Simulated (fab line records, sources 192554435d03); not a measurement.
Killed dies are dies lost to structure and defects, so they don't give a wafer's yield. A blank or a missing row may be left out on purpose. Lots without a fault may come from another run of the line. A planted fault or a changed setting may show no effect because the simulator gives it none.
Chamber matching | flow n5_finfet | N5_BEOL_M8_DESCUM_33 on rie_diel-01: 4 sister chambers
The step chemistry O2, time 7 s. 14 wafers are shown with their chamber, then 7 later ones without.

WAFERS WITH THEIR CHAMBER
wafer  | chamber | showerhead_plenum_p_Torr (Torr) | throttle_valve_pct (%) | oes_product_au (a.u.)
L079.2 | 1       | 2.17                            | 20.49                  | 0.69
L079.3 | 3       | 2.02                            | 20.10                  | 0.79
L079.4 | 2       | 2.25                            | 20.11                  | 0.88
L078.2 | 2       | 2.25                            | 20.11                  | 0.88
L078.4 | 3       | 2.02                            | 20.12                  | 0.78
L078.6 | 3       | 2.02                            | 20.09                  | 0.79
L085.1 | 2       | 2.24                            | 20.11                  | 0.87
L085.2 | 0       | 2.07                            | 20.62                  | 0.68
L085.3 | 1       | 2.17                            | 20.49                  | 0.69
L087.2 | 3       | 2.02                            | 20.12                  | 0.78
L087.3 | 2       | 2.24                            | 20.11                  | 0.86
L087.5 | 3       | 2.02                            | 20.13                  | 0.77
L093.1 | 1       | 2.16                            | 20.52                  | 0.68
L093.5 | 1       | 2.16                            | 20.54                  | 0.68

SIGNATURES (means of the wafers above)
reading                  | chamber 0 | chamber 1 | chamber 2 | chamber 3 | scatter within a chamber
showerhead_plenum_p_Torr | 2.0700    | 2.1650    | 2.2450    | 2.0200    | 0.00447
throttle_valve_pct       | 20.6200   | 20.5100   | 20.1100   | 20.1120   | 0.017
oes_product_au           | 0.6800    | 0.6850    | 0.8725    | 0.7820    | 0.00809
Rule: a wafer's distance from a chamber is the root of the sum, over the readings, of the square of ((its reading less the chamber's mean) divided by the reading's scatter). The wafer belongs to the nearest chamber; if the next one is less than 2 further off, it can't be placed. The scatter: the root of (the sum of the squares of (reading less its chamber's mean) over the shown wafers, divided by (wafers less chambers)).

WAFERS WITHOUT THEIR CHAMBER
wafer  | showerhead_plenum_p_Torr (Torr) | throttle_valve_pct (%) | oes_product_au (a.u.)
L093.6 | 2.07                            | 20.19                  | 0.99
L097.1 | 2.01                            | 20.16                  | 0.76
L097.2 | 2.16                            | 20.54                  | 0.66
L097.4 | 2.07                            | 20.20                  | 0.95
L095.2 | 2.01                            | 20.17                  | 0.74
L095.3 | 2.23                            | 20.17                  | 0.80
L095.5 | 2.01                            | 20.18                  | 0.74

WHICH CHAMBER EACH WENT THROUGH
wafer  | from the rows above | in truth
L093.6 | 3                   | 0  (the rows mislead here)
L097.1 | 3                   | 3
L097.2 | 1                   | 1
L097.4 | 3                   | 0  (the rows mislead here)
L095.2 | 3                   | 3
L095.3 | 2                   | 2
L095.5 | 3                   | 3
Placed correctly: 5 of 7. Can't be placed from these rows: 0. Placed wrongly: 2.
